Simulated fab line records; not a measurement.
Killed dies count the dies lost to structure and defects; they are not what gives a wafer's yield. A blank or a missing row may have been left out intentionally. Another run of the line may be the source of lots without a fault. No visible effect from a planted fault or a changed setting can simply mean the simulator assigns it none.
Struck lot and sound lot, side by side	flow nandHarc	13 steps out of a route of 1302
Sound: these wafers, L344.2, L344.3, L344.4. Struck: wafers L359.1, L359.6. (L359.2 of the same lot was not struck and is left out.) The cause comes at the end.
For every step that has rows: the tool of each side, followed by ch and its chambers, followed by its first start. Under that, the readings that differ: sound wafers	struck wafers	difference of the means	sigmas: that difference in standard deviations of wafers without a fault.
alike: words and numbers the same on both sides, and readings whose means are apart by under 2 such deviations; not compared: readings that were withheld, readings missing a value for some wafer, numbers with overlapping values and no deviation given by the record, and bounds like >300 which may hide the same value.
The two part at a step that has a row with sigmas, a row that says differs or no value, or rows on one side only. Numbers that don't overlap but have no deviation are shown without sigmas and don't part them. A reading missing from all wafers of one side parts the sides only when that side holds two or more wafers.

first, 1 step without rows for these wafers: NHARC_A_ONON_D1_DEP_03 (target thk 1000 nm).
NHARC_A_ONON_D1_THK_MEAS_05: measures by ellipsometry.
  sound on filmMetro-02 at day 7 22:29; struck on filmMetro-02 at day 14 04:17
  alike: thkNm
then, 1 step without rows for these wafers: NHARC_A_ONON_D1_DEP_06 (target thk 1000 nm).
NHARC_A_ONON_D1_THK_MEAS_08: measures by ellipsometry.
  sound on filmMetro-01 at day 7 23:04; struck on filmMetro-02 at day 14 04:50
  alike: thkNm
then, 1 step without rows for these wafers: NHARC_A_ONON_D1_DEP_09 (target thk 1000 nm).
NHARC_A_ONON_D1_THK_MEAS_11: measures by ellipsometry.
  sound on filmMetro-02 at day 7 23:38; struck on filmMetro-02 at day 14 05:24
  alike: thkNm
then, 1 step without rows for these wafers: NHARC_A_ONON_D1_DEP_12 (target thk 1000 nm).
NHARC_A_ONON_D1_THK_MEAS_14: measures by ellipsometry.
  sound on filmMetro-01 at day 8 00:12; struck on filmMetro-01 at day 14 05:58
  alike: thkNm
then, 2 steps without rows for these wafers: NHARC_A_ONON_D1_ANNEAL_15 (time 3600 s); NHARC_A_ONON_D1_DEP_16 (target thk 1000 nm).
NHARC_A_ONON_D1_THK_MEAS_18: measures by ellipsometry.
  sound on filmMetro-01 at day 8 08:26; struck on filmMetro-02 at day 14 14:38
  alike: thkNm
NHARC_A_ONON_D1_DEP_19: target thk 1000 nm.
  sound on pecvdOnon-03 ch 0, day 8 08:32; struck on pecvdOnon-03 ch 0, day 14 14:42
  alike: n2oFlowSccm, nh3FlowSccm, sih4FlowSccm
NHARC_A_ONON_D1_THK_MEAS_21: measures by ellipsometry.
  sound on filmMetro-01 at day 8 08:59; struck on filmMetro-01 at day 14 15:23
reading	sound	struck	difference	sigmas
thkNm (nm)	1004 1005 1004	1571 1572	+567	+79
  not compared: hold

## WHERE THEY PART
Only at NHARC_A_ONON_D1_THK_MEAS_21, as far as this record shows.

WHY: what had been put in by the simulator
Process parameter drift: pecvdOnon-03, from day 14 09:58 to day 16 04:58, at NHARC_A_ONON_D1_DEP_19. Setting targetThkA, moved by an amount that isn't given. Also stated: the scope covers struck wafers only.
